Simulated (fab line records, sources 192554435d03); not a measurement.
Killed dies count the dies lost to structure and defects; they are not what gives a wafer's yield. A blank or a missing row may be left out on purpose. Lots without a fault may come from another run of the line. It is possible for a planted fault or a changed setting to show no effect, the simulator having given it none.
A single fault, viewed from 2 desks    flow n5Finfet    numbers are kept per desk, each desk with only its own; the story behind them comes last

== AT THE TOOL OWNER'S DESK: rieDiel-06 ==
The tool's own readings at N5_BEOL_M11_ETCH_41 (etches SiCN in CH3F/O2, target depth 42.6 nm, time 86 s): means of the sampled wafers that have a number, for each lot that ran on this tool. The brackets show how far a lot's mean lies from the usual mean; more than 4 standard deviations puts the lot out of limits, marked OUT.
Columns: A = drypumpMotorCurrentA at N5_BEOL_M11_ETCH_41, usual 5.5 A; B = mfcArSccm at N5_BEOL_M11_ETCH_41, usual 150.0 sccm; C = oesProductAu at N5_BEOL_M11_ETCH_41, usual 0.77 a.u.; D = rfVppV at N5_BEOL_M11_ETCH_41, usual 297.4 V; E = runLengthS at N5_BEOL_M11_ETCH_41, usual 109.4 s; F = showerheadPlenumPTorr at N5_BEOL_M11_ETCH_41, usual 2.01 Torr; G = throttleValvePct at N5_BEOL_M11_ETCH_41, usual 16.38 %
lot   first seen here  A    B      C     D      E                F     G
L672  day 10 11:33     5.6  149.8  0.80  297.1  109.2            1.97  16.17
L673  day 10 15:08     5.4  150.1  0.72  297.5  108.9            2.01  16.46
L674  day 10 20:52     5.5  149.8  0.71  297.5  108.9            1.98  16.46
L677  day 11 10:01     6.0  149.7  0.78  295.5  117.2 (+17) OUT  1.97  16.43
L679  day 12 00:23     5.9  150.2  0.79  297.4  125.3 (+35) OUT  1.97  16.45
This desk's verdict: out of limits on L677, L679, starting with L677 at day 11 10:01 (runLengthS at N5_BEOL_M11_ETCH_41). L672, L673, L674: within limits.

== THE METROLOGY DESK ==
What the gauges read for every lot (on any tool): the sampled wafers with a number, averaged. The brackets show how far a lot's mean lies from the usual mean; more than 4 standard deviations puts the lot out of limits, marked OUT.
Columns: A = cdNm at N5_BEOL_M11_CD_MEAS_18, usual 70.1 nm
lot   first seen here  A
L672  day 10 10:41     70.2
L673  day 10 13:20     70.3
L674  day 10 20:01     69.5
L677  day 11 07:38     69.9
L679  day 11 20:31     70.5
L685  day 13 19:59     69.4
L686  day 14 07:42     69.9
L689  day 14 12:56     70.2
L691  day 16 13:22     69.4
L695  day 17 22:47     70.6
L693  day 18 11:33     70.4
This desk found nothing out of limits on any of the 11 lots.

== PUT TOGETHER ==
At day 11 10:01, on L677, L679, the tool owner's desk was in a position to raise an alarm.
Metrology desk: nothing out of limits seen.
The metrology desk has L677, L679 on record, within its limits.
Of the lots named, all ran N5_BEOL_M11_ETCH_41 on rieDiel-06.

== WHAT WAS PUT IN BY THE SIMULATOR ==
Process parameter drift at N5_BEOL_M11_ETCH_41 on rieDiel-06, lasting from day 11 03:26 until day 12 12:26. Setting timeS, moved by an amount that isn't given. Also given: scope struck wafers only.
Struck lots among those shown: L677, L679.
Each desk's first reading out of limits, in hours after the fault started: the tool owner's desk, 7.
